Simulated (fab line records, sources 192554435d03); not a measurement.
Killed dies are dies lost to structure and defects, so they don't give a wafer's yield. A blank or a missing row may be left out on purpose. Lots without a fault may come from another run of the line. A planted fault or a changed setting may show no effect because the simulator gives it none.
Which tool did it? | flow n5_finfet | 24 lots, 72 wafers sampled, at 1 step of a route of 1938

WHAT THE GAUGES READ, wafer by wafer
N5_BEOL_M9_INSPECT_30: inspects for defects (brightfield).
lot  | measured     | on                | raw_defect_count
L074 | day 9 20:10  | defect_inspect-01 | 394 429 466
L076 | day 9 20:12  | defect_inspect-01 | 432 429 327
L075 | day 10 04:31 | defect_inspect-02 | 281 376 281
L078 | day 10 07:00 | defect_inspect-01 | 470 321 381
L077 | day 10 12:32 | defect_inspect-01 | 375 423 419
L079 | day 10 18:56 | defect_inspect-02 | 386 390 374
L080 | day 11 02:45 | defect_inspect-01 | 533 569 619
L081 | day 11 07:37 | defect_inspect-02 | 770 392 507
L083 | day 11 19:44 | defect_inspect-01 | 499 365 490
L082 | day 11 20:01 | defect_inspect-02 | 582 450 437
L084 | day 12 00:13 | defect_inspect-01 | 561 554 505
L085 | day 12 07:25 | defect_inspect-02 | 395 307 282
L086 | day 12 15:31 | defect_inspect-01 | 657 618 468
L087 | day 13 01:12 | defect_inspect-01 | 267 300 380
L088 | day 13 03:20 | defect_inspect-01 | 322 301 413
L089 | day 13 10:39 | defect_inspect-02 | 269 416 309
L090 | day 13 10:49 | defect_inspect-01 | 387 379 429
L091 | day 13 20:55 | defect_inspect-01 | 401 369 312
L092 | day 14 09:40 | defect_inspect-02 | 320 493 300
L094 | day 14 16:23 | defect_inspect-02 | 379 312 401
L093 | day 14 20:52 | defect_inspect-01 | 484 503 612
L095 | day 14 23:01 | defect_inspect-02 | 269 277 348
L096 | day 15 03:22 | defect_inspect-02 | 397 390 276
L097 | day 15 13:53 | defect_inspect-02 | 394 355 319

WHICH TOOL RAN EACH LOT (tool, then ch and the chambers of the sampled wafers, then the start)
The record holds no process step before these readings.

WHAT THE TOOLS THEMSELVES READ (means of the sampled wafers that have a number; where no wafer has one, the mark that the record gives instead)
The record holds no such reading with a usual standard deviation.

THE ANSWER, worked out from the rows above alone
Rule: what is usual is taken from the lots themselves. Put in order of their means at a reading, lots are off if they are a third of the lots or fewer, leave a main group of 4 or more, and stand apart from it by a gap of 3 or more times the standard deviation of the main group's means; of several such gaps the widest counts. A main group whose means are all the same, to the digits that the tables above print for the reading, isn't used. A lot without any number at a reading at which 4 lots or more have one is off too. The other lots that the step has rows for count as sound. The gauges are gone through in route order, then the tools' own readings, and for those a lot's mean is taken as printed above. The first step at which some lot is off is used, and at that step the reading that is off furthest; a lot without a number counts as furthest.
No lot is off at any reading shown: from this, nothing can be told.

WHAT THE SIMULATOR HAD PUT IN
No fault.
